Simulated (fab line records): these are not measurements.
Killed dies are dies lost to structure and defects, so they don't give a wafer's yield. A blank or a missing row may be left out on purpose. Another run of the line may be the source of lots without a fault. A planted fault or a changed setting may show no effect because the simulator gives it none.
Which tool was responsible? || flow n5Finfet || Sampling: 24 lots, 72 wafers, 6 of 1938 route steps

WHAT THE GAUGES SHOWED, per wafer
N5_BEOL_M4_CD_MEAS_35: target cd 18 nm, target cd y 22.4 nm.
{"lot": "L074", "measured": "day 7 11:20", "on": "cdSem-01", "cdNm (nm)": "18.6 17.8 18.0"}
{"lot": "L076", "measured": "day 7 19:59", "on": "cdSem-03", "cdNm (nm)": "18.2 17.6 18.3"}
{"lot": "L075", "measured": "day 7 22:56", "on": "cdSem-01", "cdNm (nm)": "18.7 18.6 18.1"}
{"lot": "L077", "measured": "day 8 20:48", "on": "cdSem-02", "cdNm (nm)": "18.3 18.2 18.4"}
{"lot": "L079", "measured": "day 8 23:56", "on": "cdSem-03", "cdNm (nm)": "17.5 17.9 17.7"}
{"lot": "L078", "measured": "day 9 02:55", "on": "cdSem-02", "cdNm (nm)": "17.9 18.4 18.6"}
{"lot": "L081", "measured": "day 9 06:05", "on": "cdSem-03", "cdNm (nm)": "17.8 18.7 18.5"}
{"lot": "L080", "measured": "day 9 06:17", "on": "cdSem-02", "cdNm (nm)": "17.7 17.6 17.9"}
{"lot": "L082", "measured": "day 9 06:34", "on": "cdSem-02", "cdNm (nm)": "18.0 17.7 18.2"}
{"lot": "L083", "measured": "day 9 18:46", "on": "cdSem-03", "cdNm (nm)": "18.2 17.7 18.1"}
{"lot": "L084", "measured": "day 10 01:34", "on": "cdSem-01", "cdNm (nm)": "18.5 18.4 19.2"}
{"lot": "L085", "measured": "day 10 11:13", "on": "cdSem-01", "cdNm (nm)": "18.2 17.8 17.7"}
{"lot": "L086", "measured": "day 10 22:02", "on": "cdSem-01", "cdNm (nm)": "18.8 18.6 17.9"}
{"lot": "L088", "measured": "day 10 23:58", "on": "cdSem-01", "cdNm (nm)": "17.5 17.1 17.4"}
{"lot": "L087", "measured": "day 11 03:23", "on": "cdSem-02", "cdNm (nm)": "17.9 18.4 17.9"}
{"lot": "L089", "measured": "day 11 17:59", "on": "cdSem-01", "cdNm (nm)": "18.0 18.1 18.1"}
{"lot": "L090", "measured": "day 11 18:28", "on": "cdSem-03", "cdNm (nm)": "18.3 18.8 18.6"}
{"lot": "L091", "measured": "day 11 20:08", "on": "cdSem-03", "cdNm (nm)": "17.9 17.4 18.0"}
{"lot": "L092", "measured": "day 11 23:29", "on": "cdSem-01", "cdNm (nm)": "18.3 18.1 18.1"}
{"lot": "L093", "measured": "day 12 05:35", "on": "cdSem-02", "cdNm (nm)": "17.9 18.0 17.6"}
{"lot": "L094", "measured": "day 12 14:19", "on": "cdSem-01", "cdNm (nm)": "17.3 18.0 18.0"}
{"lot": "L095", "measured": "day 12 22:40", "on": "cdSem-02", "cdNm (nm)": "17.7 18.2 17.6"}
{"lot": "L096", "measured": "day 13 15:18", "on": "cdSem-03", "cdNm (nm)": "17.6 17.6 17.9"}
{"lot": "L097", "measured": "day 13 18:37", "on": "cdSem-01", "cdNm (nm)": "18.1 17.9 17.8"}

N5_BEOL_M5_INSPECT_30: inspects for defects (brightfield).
{"lot": "L074", "measured": "day 7 19:14", "on": "defectInspect-01", "rawDefectCount": "425 350 447"}
{"lot": "L076", "measured": "day 8 05:10", "on": "defectInspect-02", "rawDefectCount": "289 344 332"}
{"lot": "L075", "measured": "day 8 07:19", "on": "defectInspect-01", "rawDefectCount": "406 531 350"}
{"lot": "L077", "measured": "day 9 05:14", "on": "defectInspect-02", "rawDefectCount": "249 320 271"}
{"lot": "L079", "measured": "day 9 10:31", "on": "defectInspect-01", "rawDefectCount": "588 383 453"}
{"lot": "L078", "measured": "day 9 12:41", "on": "defectInspect-02", "rawDefectCount": "414 461 324"}
{"lot": "L081", "measured": "day 9 13:33", "on": "defectInspect-01", "rawDefectCount": "334 368 386"}
{"lot": "L080", "measured": "day 9 17:04", "on": "defectInspect-02", "rawDefectCount": "273 269 468"}
{"lot": "L082", "measured": "day 9 17:38", "on": "defectInspect-02", "rawDefectCount": "394 375 366"}
{"lot": "L083", "measured": "day 10 06:35", "on": "defectInspect-01", "rawDefectCount": "484 395 457"}
{"lot": "L084", "measured": "day 10 10:30", "on": "defectInspect-01", "rawDefectCount": "560 357 396"}
{"lot": "L085", "measured": "day 10 18:55", "on": "defectInspect-01", "rawDefectCount": "483 436 435"}
{"lot": "L086", "measured": "day 11 05:53", "on": "defectInspect-01", "rawDefectCount": "506 473 550"}
{"lot": "L088", "measured": "day 11 10:01", "on": "defectInspect-01", "rawDefectCount": "478 539 724"}
{"lot": "L087", "measured": "day 11 13:27", "on": "defectInspect-02", "rawDefectCount": "284 236 207"}
{"lot": "L089", "measured": "day 12 01:49", "on": "defectInspect-02", "rawDefectCount": "534 449 384"}
{"lot": "L090", "measured": "day 12 05:26", "on": "defectInspect-01", "rawDefectCount": "406 458 543"}
{"lot": "L091", "measured": "day 12 05:23", "on": "defectInspect-02", "rawDefectCount": "315 321 458"}
{"lot": "L092", "measured": "day 12 08:17", "on": "defectInspect-01", "rawDefectCount": "349 376 473"}
{"lot": "L093", "measured": "day 12 16:35", "on": "defectInspect-02", "rawDefectCount": "284 312 455"}
{"lot": "L094", "measured": "day 13 00:25", "on": "defectInspect-01", "rawDefectCount": "335 238 279"}
{"lot": "L095", "measured": "day 13 07:05", "on": "defectInspect-02", "rawDefectCount": "290 350 233"}
{"lot": "L096", "measured": "day 14 00:50", "on": "defectInspect-02", "rawDefectCount": "322 386 409"}
{"lot": "L097", "measured": "day 14 03:16", "on": "defectInspect-02", "rawDefectCount": "411 488 449"}

TOOL THAT RAN EACH LOT (tool first, then ch and the chambers of the sampled wafers, then the start)
{"lot": "L074", "N5_BEOL_M4_SPUTTER_48": "pvdSputter-01, day 7 12:19", "N5_BEOL_M4_ANNEAL_89": "pvdSputter-01, day 7 13:16", "N5_BEOL_M4_ANNEAL_95": "pvdSputter-01, day 7 13:56", "N5_BEOL_M4_SPUTTER_96": "pvdSputter-01, day 7 14:04"}
{"lot": "L076", "N5_BEOL_M4_SPUTTER_48": "pvdSputter-01, day 7 21:09", "N5_BEOL_M4_ANNEAL_89": "pvdSputter-01, day 7 22:07", "N5_BEOL_M4_ANNEAL_95": "pvdSputter-01, day 7 22:46", "N5_BEOL_M4_SPUTTER_96": "pvdSputter-01, day 7 22:55"}
{"lot": "L075", "N5_BEOL_M4_SPUTTER_48": "pvdSputter-03, day 8 00:05", "N5_BEOL_M4_ANNEAL_89": "pvdSputter-03, day 8 01:02", "N5_BEOL_M4_ANNEAL_95": "pvdSputter-03, day 8 01:42", "N5_BEOL_M4_SPUTTER_96": "pvdSputter-03, day 8 01:50"}
{"lot": "L077", "N5_BEOL_M4_SPUTTER_48": "pvdSputter-03, day 8 21:36", "N5_BEOL_M4_ANNEAL_89": "pvdSputter-03, day 8 22:34", "N5_BEOL_M4_ANNEAL_95": "pvdSputter-03, day 8 23:13", "N5_BEOL_M4_SPUTTER_96": "pvdSputter-03, day 8 23:22"}
{"lot": "L079", "N5_BEOL_M4_SPUTTER_48": "pvdSputter-02, day 9 01:06", "N5_BEOL_M4_ANNEAL_89": "pvdSputter-02, day 9 02:04", "N5_BEOL_M4_ANNEAL_95": "pvdSputter-02, day 9 02:43", "N5_BEOL_M4_SPUTTER_96": "pvdSputter-02, day 9 02:52"}
{"lot": "L078", "N5_BEOL_M4_SPUTTER_48": "pvdSputter-01, day 9 04:12", "N5_BEOL_M4_ANNEAL_89": "pvdSputter-01, day 9 05:10", "N5_BEOL_M4_ANNEAL_95": "pvdSputter-01, day 9 05:49", "N5_BEOL_M4_SPUTTER_96": "pvdSputter-01, day 9 05:58"}
{"lot": "L081", "N5_BEOL_M4_SPUTTER_48": "pvdSputter-01, day 9 06:58", "N5_BEOL_M4_ANNEAL_89": "pvdSputter-01, day 9 07:56", "N5_BEOL_M4_ANNEAL_95": "pvdSputter-01, day 9 08:35", "N5_BEOL_M4_SPUTTER_96": "pvdSputter-01, day 9 08:44"}
{"lot": "L080", "N5_BEOL_M4_SPUTTER_48": "pvdSputter-01, day 9 08:53", "N5_BEOL_M4_ANNEAL_89": "pvdSputter-01, day 9 09:51", "N5_BEOL_M4_ANNEAL_95": "pvdSputter-01, day 9 10:31", "N5_BEOL_M4_SPUTTER_96": "pvdSputter-01, day 9 10:39"}
{"lot": "L082", "N5_BEOL_M4_SPUTTER_48": "pvdSputter-02, day 9 09:11", "N5_BEOL_M4_ANNEAL_89": "pvdSputter-02, day 9 10:08", "N5_BEOL_M4_ANNEAL_95": "pvdSputter-02, day 9 10:48", "N5_BEOL_M4_SPUTTER_96": "pvdSputter-02, day 9 10:56"}
{"lot": "L083", "N5_BEOL_M4_SPUTTER_48": "pvdSputter-03, day 9 21:43", "N5_BEOL_M4_ANNEAL_89": "pvdSputter-03, day 9 22:41", "N5_BEOL_M4_ANNEAL_95": "pvdSputter-03, day 9 23:20", "N5_BEOL_M4_SPUTTER_96": "pvdSputter-03, day 9 23:29"}
{"lot": "L084", "N5_BEOL_M4_SPUTTER_48": "pvdSputter-03, day 10 02:38", "N5_BEOL_M4_ANNEAL_89": "pvdSputter-03, day 10 03:36", "N5_BEOL_M4_ANNEAL_95": "pvdSputter-03, day 10 04:16", "N5_BEOL_M4_SPUTTER_96": "pvdSputter-03, day 10 04:24"}
{"lot": "L085", "N5_BEOL_M4_SPUTTER_48": "pvdSputter-02, day 10 12:41", "N5_BEOL_M4_ANNEAL_89": "pvdSputter-02, day 10 13:39", "N5_BEOL_M4_ANNEAL_95": "pvdSputter-02, day 10 14:19", "N5_BEOL_M4_SPUTTER_96": "pvdSputter-02, day 10 14:27"}
{"lot": "L086", "N5_BEOL_M4_SPUTTER_48": "pvdSputter-03, day 10 23:17", "N5_BEOL_M4_ANNEAL_89": "pvdSputter-03, day 11 00:14", "N5_BEOL_M4_ANNEAL_95": "pvdSputter-03, day 11 00:54", "N5_BEOL_M4_SPUTTER_96": "pvdSputter-03, day 11 01:02"}
{"lot": "L088", "N5_BEOL_M4_SPUTTER_48": "pvdSputter-01, day 11 01:45", "N5_BEOL_M4_ANNEAL_89": "pvdSputter-01, day 11 02:43", "N5_BEOL_M4_ANNEAL_95": "pvdSputter-01, day 11 03:22", "N5_BEOL_M4_SPUTTER_96": "pvdSputter-01, day 11 03:31"}
{"lot": "L087", "N5_BEOL_M4_SPUTTER_48": "pvdSputter-01, day 11 04:16", "N5_BEOL_M4_ANNEAL_89": "pvdSputter-01, day 11 05:14", "N5_BEOL_M4_ANNEAL_95": "pvdSputter-01, day 11 05:53", "N5_BEOL_M4_SPUTTER_96": "pvdSputter-01, day 11 06:02"}
{"lot": "L089", "N5_BEOL_M4_SPUTTER_48": "pvdSputter-02, day 11 19:04", "N5_BEOL_M4_ANNEAL_89": "pvdSputter-02, day 11 20:02", "N5_BEOL_M4_ANNEAL_95": "pvdSputter-02, day 11 20:41", "N5_BEOL_M4_SPUTTER_96": "pvdSputter-02, day 11 20:50"}
{"lot": "L090", "N5_BEOL_M4_SPUTTER_48": "pvdSputter-03, day 11 19:39", "N5_BEOL_M4_ANNEAL_89": "pvdSputter-03, day 11 20:37", "N5_BEOL_M4_ANNEAL_95": "pvdSputter-03, day 11 21:16", "N5_BEOL_M4_SPUTTER_96": "pvdSputter-03, day 11 21:25"}
{"lot": "L091", "N5_BEOL_M4_SPUTTER_48": "pvdSputter-02, day 11 21:13", "N5_BEOL_M4_ANNEAL_89": "pvdSputter-02, day 11 22:11", "N5_BEOL_M4_ANNEAL_95": "pvdSputter-02, day 11 22:50", "N5_BEOL_M4_SPUTTER_96": "pvdSputter-02, day 11 22:59"}
{"lot": "L092", "N5_BEOL_M4_SPUTTER_48": "pvdSputter-02, day 12 00:26", "N5_BEOL_M4_ANNEAL_89": "pvdSputter-02, day 12 01:23", "N5_BEOL_M4_ANNEAL_95": "pvdSputter-02, day 12 02:03", "N5_BEOL_M4_SPUTTER_96": "pvdSputter-02, day 12 02:11"}
{"lot": "L093", "N5_BEOL_M4_SPUTTER_48": "pvdSputter-03, day 12 06:44", "N5_BEOL_M4_ANNEAL_89": "pvdSputter-03, day 12 07:42", "N5_BEOL_M4_ANNEAL_95": "pvdSputter-03, day 12 08:22", "N5_BEOL_M4_SPUTTER_96": "pvdSputter-03, day 12 08:30"}
{"lot": "L094", "N5_BEOL_M4_SPUTTER_48": "pvdSputter-03, day 12 16:01", "N5_BEOL_M4_ANNEAL_89": "pvdSputter-03, day 12 16:58", "N5_BEOL_M4_ANNEAL_95": "pvdSputter-03, day 12 17:38", "N5_BEOL_M4_SPUTTER_96": "pvdSputter-03, day 12 17:46"}
{"lot": "L095", "N5_BEOL_M4_SPUTTER_48": "pvdSputter-01, day 12 23:25", "N5_BEOL_M4_ANNEAL_89": "pvdSputter-01, day 13 00:23", "N5_BEOL_M4_ANNEAL_95": "pvdSputter-01, day 13 01:02", "N5_BEOL_M4_SPUTTER_96": "pvdSputter-01, day 13 01:11"}
{"lot": "L096", "N5_BEOL_M4_SPUTTER_48": "pvdSputter-01, day 13 16:01", "N5_BEOL_M4_ANNEAL_89": "pvdSputter-01, day 13 16:58", "N5_BEOL_M4_ANNEAL_95": "pvdSputter-01, day 13 17:38", "N5_BEOL_M4_SPUTTER_96": "pvdSputter-01, day 13 17:46"}
{"lot": "L097", "N5_BEOL_M4_SPUTTER_48": "pvdSputter-02, day 13 19:45", "N5_BEOL_M4_ANNEAL_89": "pvdSputter-02, day 13 20:43", "N5_BEOL_M4_ANNEAL_95": "pvdSputter-02, day 13 21:22", "N5_BEOL_M4_SPUTTER_96": "pvdSputter-02, day 13 21:31"}
- N5_BEOL_M4_SPUTTER_48: material Cu, target thk 4.5 nm, time 8.29 s.
- N5_BEOL_M4_ANNEAL_89: time 240 s.
- N5_BEOL_M4_ANNEAL_95: time 240 s.
- N5_BEOL_M4_SPUTTER_96: material Cu, target thk 4.5 nm, time 8.29 s.

AS READ BY THE TOOLS THEMSELVES (means over the sampled wafers that have a number; for cases with no such wafer, the mark the record gives instead)
N5_BEOL_M4_SPUTTER_48.
{"lot": "L074", "tool": "pvdSputter-01", "throttleValvePct (%)": 31.2}
{"lot": "L076", "tool": "pvdSputter-01", "throttleValvePct (%)": 30.7}
{"lot": "L075", "tool": "pvdSputter-03", "throttleValvePct (%)": 30.4}
{"lot": "L077", "tool": "pvdSputter-03", "throttleValvePct (%)": 29.6}
{"lot": "L079", "tool": "pvdSputter-02", "throttleValvePct (%)": 30.7}
{"lot": "L078", "tool": "pvdSputter-01", "throttleValvePct (%)": 30.8}
{"lot": "L081", "tool": "pvdSputter-01", "throttleValvePct (%)": 30.7}
{"lot": "L080", "tool": "pvdSputter-01", "throttleValvePct (%)": 30.8}
{"lot": "L082", "tool": "pvdSputter-02", "throttleValvePct (%)": 30.5}
{"lot": "L083", "tool": "pvdSputter-03", "throttleValvePct (%)": 29.8}
{"lot": "L084", "tool": "pvdSputter-03", "throttleValvePct (%)": 29.9}
{"lot": "L085", "tool": "pvdSputter-02", "throttleValvePct (%)": 30.3}
{"lot": "L086", "tool": "pvdSputter-03", "throttleValvePct (%)": 29.3}
{"lot": "L088", "tool": "pvdSputter-01", "throttleValvePct (%)": 31.2}
{"lot": "L087", "tool": "pvdSputter-01", "throttleValvePct (%)": 31.0}
{"lot": "L089", "tool": "pvdSputter-02", "throttleValvePct (%)": 29.7}
{"lot": "L090", "tool": "pvdSputter-03", "throttleValvePct (%)": 29.8}
{"lot": "L091", "tool": "pvdSputter-02", "throttleValvePct (%)": 30.3}
{"lot": "L092", "tool": "pvdSputter-02", "throttleValvePct (%)": 30.3}
{"lot": "L093", "tool": "pvdSputter-03", "throttleValvePct (%)": 29.9}
{"lot": "L094", "tool": "pvdSputter-03", "throttleValvePct (%)": 28.9}
{"lot": "L095", "tool": "pvdSputter-01", "throttleValvePct (%)": 30.5}
{"lot": "L096", "tool": "pvdSputter-01", "throttleValvePct (%)": 30.8}
{"lot": "L097", "tool": "pvdSputter-02", "throttleValvePct (%)": 30.1}

N5_BEOL_M4_ANNEAL_89.
{"lot": "L074", "tool": "pvdSputter-01", "heaterPowerW (W)": 1052}
{"lot": "L076", "tool": "pvdSputter-01", "heaterPowerW (W)": 916}
{"lot": "L075", "tool": "pvdSputter-03", "heaterPowerW (W)": 872}
{"lot": "L077", "tool": "pvdSputter-03", "heaterPowerW (W)": 721}
{"lot": "L079", "tool": "pvdSputter-02", "heaterPowerW (W)": 798}
{"lot": "L078", "tool": "pvdSputter-01", "heaterPowerW (W)": 914}
{"lot": "L081", "tool": "pvdSputter-01", "heaterPowerW (W)": 994}
{"lot": "L080", "tool": "pvdSputter-01", "heaterPowerW (W)": 917}
{"lot": "L082", "tool": "pvdSputter-02", "heaterPowerW (W)": 947}
{"lot": "L083", "tool": "pvdSputter-03", "heaterPowerW (W)": 911}
{"lot": "L084", "tool": "pvdSputter-03", "heaterPowerW (W)": 904}
{"lot": "L085", "tool": "pvdSputter-02", "heaterPowerW (W)": 946}
{"lot": "L086", "tool": "pvdSputter-03", "heaterPowerW (W)": 791}
{"lot": "L088", "tool": "pvdSputter-01", "heaterPowerW (W)": 1024}
{"lot": "L087", "tool": "pvdSputter-01", "heaterPowerW (W)": 991}
{"lot": "L089", "tool": "pvdSputter-02", "heaterPowerW (W)": 885}
{"lot": "L090", "tool": "pvdSputter-03", "heaterPowerW (W)": 904}
{"lot": "L091", "tool": "pvdSputter-02", "heaterPowerW (W)": 896}
{"lot": "L092", "tool": "pvdSputter-02", "heaterPowerW (W)": 955}
{"lot": "L093", "tool": "pvdSputter-03", "heaterPowerW (W)": 892}
{"lot": "L094", "tool": "pvdSputter-03", "heaterPowerW (W)": 887}
{"lot": "L095", "tool": "pvdSputter-01", "heaterPowerW (W)": 927}
{"lot": "L096", "tool": "pvdSputter-01", "heaterPowerW (W)": 988}
{"lot": "L097", "tool": "pvdSputter-02", "heaterPowerW (W)": 975}

N5_BEOL_M4_ANNEAL_95.
{"lot": "L074", "tool": "pvdSputter-01", "heaterPowerW (W)": 1043}
{"lot": "L076", "tool": "pvdSputter-01", "heaterPowerW (W)": 918}
{"lot": "L075", "tool": "pvdSputter-03", "heaterPowerW (W)": 873}
{"lot": "L077", "tool": "pvdSputter-03", "heaterPowerW (W)": 733}
{"lot": "L079", "tool": "pvdSputter-02", "heaterPowerW (W)": 823}
{"lot": "L078", "tool": "pvdSputter-01", "heaterPowerW (W)": 938}
{"lot": "L081", "tool": "pvdSputter-01", "heaterPowerW (W)": 979}
{"lot": "L080", "tool": "pvdSputter-01", "heaterPowerW (W)": 906}
{"lot": "L082", "tool": "pvdSputter-02", "heaterPowerW (W)": 959}
{"lot": "L083", "tool": "pvdSputter-03", "heaterPowerW (W)": 886}
{"lot": "L084", "tool": "pvdSputter-03", "heaterPowerW (W)": 887}
{"lot": "L085", "tool": "pvdSputter-02", "heaterPowerW (W)": 937}
{"lot": "L086", "tool": "pvdSputter-03", "heaterPowerW (W)": 820}
{"lot": "L088", "tool": "pvdSputter-01", "heaterPowerW (W)": 1035}
{"lot": "L087", "tool": "pvdSputter-01", "heaterPowerW (W)": 980}
{"lot": "L089", "tool": "pvdSputter-02", "heaterPowerW (W)": 891}
{"lot": "L090", "tool": "pvdSputter-03", "heaterPowerW (W)": 898}
{"lot": "L091", "tool": "pvdSputter-02", "heaterPowerW (W)": 903}
{"lot": "L092", "tool": "pvdSputter-02", "heaterPowerW (W)": 947}
{"lot": "L093", "tool": "pvdSputter-03", "heaterPowerW (W)": 896}
{"lot": "L094", "tool": "pvdSputter-03", "heaterPowerW (W)": 903}
{"lot": "L095", "tool": "pvdSputter-01", "heaterPowerW (W)": 936}
{"lot": "L096", "tool": "pvdSputter-01", "heaterPowerW (W)": 985}
{"lot": "L097", "tool": "pvdSputter-02", "heaterPowerW (W)": 986}

N5_BEOL_M4_SPUTTER_96.
{"lot": "L074", "tool": "pvdSputter-01", "throttleValvePct (%)": 31.3}
{"lot": "L076", "tool": "pvdSputter-01", "throttleValvePct (%)": 30.5}
{"lot": "L075", "tool": "pvdSputter-03", "throttleValvePct (%)": 30.5}
{"lot": "L077", "tool": "pvdSputter-03", "throttleValvePct (%)": 29.7}
{"lot": "L079", "tool": "pvdSputter-02", "throttleValvePct (%)": 30.7}
{"lot": "L078", "tool": "pvdSputter-01", "throttleValvePct (%)": 30.8}
{"lot": "L081", "tool": "pvdSputter-01", "throttleValvePct (%)": 30.7}
{"lot": "L080", "tool": "pvdSputter-01", "throttleValvePct (%)": 30.9}
{"lot": "L082", "tool": "pvdSputter-02", "throttleValvePct (%)": 30.4}
{"lot": "L083", "tool": "pvdSputter-03", "throttleValvePct (%)": 29.6}
{"lot": "L084", "tool": "pvdSputter-03", "throttleValvePct (%)": 29.7}
{"lot": "L085", "tool": "pvdSputter-02", "throttleValvePct (%)": 30.2}
{"lot": "L086", "tool": "pvdSputter-03", "throttleValvePct (%)": 29.2}
{"lot": "L088", "tool": "pvdSputter-01", "throttleValvePct (%)": 31.3}
{"lot": "L087", "tool": "pvdSputter-01", "throttleValvePct (%)": 30.7}
{"lot": "L089", "tool": "pvdSputter-02", "throttleValvePct (%)": 30.0}
{"lot": "L090", "tool": "pvdSputter-03", "throttleValvePct (%)": 29.9}
{"lot": "L091", "tool": "pvdSputter-02", "throttleValvePct (%)": 30.6}
{"lot": "L092", "tool": "pvdSputter-02", "throttleValvePct (%)": 30.1}
{"lot": "L093", "tool": "pvdSputter-03", "throttleValvePct (%)": 29.7}
{"lot": "L094", "tool": "pvdSputter-03", "throttleValvePct (%)": 29.0}
{"lot": "L095", "tool": "pvdSputter-01", "throttleValvePct (%)": 30.5}
{"lot": "L096", "tool": "pvdSputter-01", "throttleValvePct (%)": 30.6}
{"lot": "L097", "tool": "pvdSputter-02", "throttleValvePct (%)": 30.2}

THE ANSWER, worked out from the rows above alone
Rule: the usual values come from the lots themselves. The widest of any qualifying gaps counts: lots, ordered by their means at a reading, are off when they make up no more than a third of the lots, leave a main group of 4 or more, and stand apart from it by 3 or more times the standard deviation of that group's means. A main group whose means are all the same, to the digits that the tables above print for the reading, isn't used. A lot without any number at a reading at which 4 lots or more have one is off too. The other lots that the step has rows for count as sound. The gauges are gone through in route order, then the tools' own readings, and for those a lot's mean is taken as printed above. The first step at which some lot is off is used, and at that step the reading that is off furthest; a lot without a number counts as furthest.
Across all readings shown, no lot is off: no conclusion can be drawn from this.

WHAT THE SIMULATOR PUT IN
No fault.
